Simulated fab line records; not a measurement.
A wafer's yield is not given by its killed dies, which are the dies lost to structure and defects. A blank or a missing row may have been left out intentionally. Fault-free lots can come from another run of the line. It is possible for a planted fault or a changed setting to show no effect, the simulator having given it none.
Split-lot trial	flow n5_finfet	route with 1938 steps; 7 lots, 39 wafers read

THE SPLIT
At N5_BEOL_M11_ILD_DEP_00 (deposits SiCOH lowk from DEMS/porogen, target thk 308.51 nm, time 58 s), the setting time_s was moved away from the recipe's 58 s on 12 of the 39 wafers read, by -54.1% to +37.8%. For the rest of the wafers, this setting stayed at what the recipe calls for.

BETWEEN THE SPLIT AND THE READING: the file shows 1 step in between
- N5_BEOL_M11_CURE_71: cures SiCOH lowk, time 240 s

THE READING
At N5_BEOL_M11_THK_MEAS_01: M11_ILD_THK, given in nm. Fault-free wafers of this fab line usually give 267 nm, standard deviation 3.7 nm.

wafer	tool, chamber at the split	time_s as run, s	against the recipe	M11_ILD_THK, nm	against lot-mates on the recipe
L075.3	pecvd-02, 2	58	recipe	261	-
L075.4	pecvd-02, 0	58	recipe	269	-
L075.5	pecvd-02, 2	58	recipe	267	-
L077.1	pecvd-04, 1	58	recipe	263	-
L077.2	pecvd-04, 2	58	recipe	267	-
L077.3	pecvd-04, 0	58	recipe	268	-
L077.4	pecvd-04, 2	58	recipe	271	-
L077.5	pecvd-04, 1	58	recipe	272	-
L077.6	pecvd-04, 0	58	recipe	272	-
L081.1	pecvd-04, 1	58	recipe	263	-
L081.2	pecvd-04, 0	58	recipe	265	-
L081.3	pecvd-04, 2	79.95	+37.8%	368	+103
L081.4	pecvd-04, 1	79.95	+37.8%	369	+104
L081.5	pecvd-04, 0	58	recipe	268	-
L081.6	pecvd-04, 2	79.95	+37.8%	374	+109
L090.1	pecvd-04, 0	58	recipe	263	-
L090.2	pecvd-04, 1	58	recipe	260	-
L090.3	pecvd-04, 2	58	recipe	265	-
L090.4	pecvd-04, 2	58	recipe	269	-
L090.5	pecvd-04, 0	58	recipe	270	-
L090.6	pecvd-04, 1	58	recipe	269	-
L091.1	pecvd-02, 0	58	recipe	270	-
L091.2	pecvd-02, 1	26.63	-54.1%	125	-144
L091.3	pecvd-02, 2	26.63	-54.1%	120	-149
L091.4	pecvd-02, 1	58	recipe	270	-
L091.5	pecvd-02, 2	58	recipe	267	-
L091.6	pecvd-02, 0	26.63	-54.1%	126	-143
L092.1	pecvd-02, 0	38.26	-34.0%	176	-92
L092.2	pecvd-02, 1	58	recipe	266	-
L092.3	pecvd-02, 2	38.26	-34.0%	174	-94
L092.4	pecvd-02, 2	58	recipe	270	-
L092.5	pecvd-02, 0	58	recipe	269	-
L092.6	pecvd-02, 1	38.26	-34.0%	179	-89
L097.1	pecvd-04, 2	79.12	+36.4%	359	+95
L097.2	pecvd-04, 0	58	recipe	264	-
L097.3	pecvd-04, 1	58	recipe	264	-
L097.4	pecvd-04, 2	58	recipe	265	-
L097.5	pecvd-04, 1	79.12	+36.4%	368	+104
L097.6	pecvd-04, 0	79.12	+36.4%	371	+107

FIT RESULTS
A straight line over all 39 wafers: M11_ILD_THK changes by +2.68 nm for each +1% of time_s; r = +1.00; the points scatter about the line by 3.4 nm.
The same after taking each lot's own level away (the mean of its wafers on the recipe; 39 wafers): +2.73 nm for each +1%; r = +1.00; scatter 3.2 nm.
According to that fit, moving time_s by its largest amount changes the reading by 1.5e+02 nm.
Measured against the standard deviation above, the lots' own levels, which go from 264.3 to 269.0 nm, span 1.3 times it.
Hence the lot-to-lot level has little effect on the slope; both slopes agree.
Check: for one of the wafers moved furthest among these (-54.1%), held out of the fit, the line's prediction against its lot-mates is -148 nm. Against them it came out at -144 nm.

THE WHOLE CHAIN: every reading that the file lists as answering this split, in the file's order
step	what it does	reading	change (the file's fit)	r (the file's)
N5_BEOL_M11_ILD_DEP_00	deposits SiCOH lowk from DEMS/porogen, target thk 308.51 nm, time 58 s	SiCOH_lowk_of_BEOL_M11_ILD_DEP_00.thk_nm (the simulator's own value, which no gauge read)	+3.09 nm for each +1% of the setting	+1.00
N5_BEOL_M11_CURE_71	cures SiCOH lowk, time 240 s	SiCOH_lowk_of_BEOL_M11_ILD_DEP_00.thk_nm (the simulator's own value, which no gauge read)	+2.73 nm for each +1% of the setting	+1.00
N5_BEOL_M11_THK_MEAS_01		M11_ILD_THK	+2.73 for each +1% of the setting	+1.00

FILE'S OWN FIT
M11_ILD_THK changes by +2.73 nm for each +1% of time_s, r = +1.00.
